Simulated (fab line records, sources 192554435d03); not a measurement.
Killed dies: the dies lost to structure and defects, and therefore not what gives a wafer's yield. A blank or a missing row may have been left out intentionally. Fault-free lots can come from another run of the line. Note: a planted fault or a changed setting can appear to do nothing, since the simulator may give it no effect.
Matching of chambers	flow n5 finfet	4 sister chambers for N5_ILD0_CMP_12 on cmp-03
The step polishes SiNx, stops on poly-Si, t overpolish 6 s, target thk 17.67 nm. 8 wafers are shown with their chamber, then 9 later ones without.

== WAFERS, EACH WITH ITS CHAMBER ==
wafer	chamber	time to endpoint s (s)	motor current A (A)
L084.2	1	26	8.7
L084.3	0	35	11.3
L085.1	3	22	10.2
L085.4	2	32	9.1
L085.5	3	24	10.0
L088.2	0	37	10.6
L088.5	2	33	10.4
L088.6	1	28	8.7

== WAFERS MISSING THEIR CHAMBER ==
wafer	time to endpoint s (s)	motor current A (A)
L089.1	26	10.6
L089.4	31	9.1
L089.6	38	11.0
L093.2	25	8.7
L093.3	31	10.0
L093.5	31	10.1
L094.1	30	9.8
L094.5	22	9.8
L094.6	33	9.6

== EACH ONE'S CHAMBER ==
wafer	from the rows above	in truth
L089.1	can't be placed: 3 or 1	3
L089.4	can't be placed: 2 or 1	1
L089.6	0	0
L093.2	can't be placed: 1 or 3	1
L093.3	2	2
L093.5	2	2
L094.1	can't be placed: 2 or 1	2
L094.5	3	3
L094.6	2	2
Correct placement for 5 of the 9. From these rows, 4 cannot be placed; in 4 the true chamber is one of the candidates. 0 placed wrongly.
How it was worked out, from the rows above alone: a wafer's distance from a chamber is the root of the sum, over the readings, of the square of ((its reading less the chamber's mean) divided by the reading's scatter). If the next closest chamber is less than 2 further off than the closest, the wafer can't be placed; otherwise it belongs to the closest. Each chamber's mean is taken over the wafers shown for it. How the scatter is found: for the shown wafers, subtract from each reading the mean of its chamber, square and add these, divide the total by (wafers less chambers), then take the root.
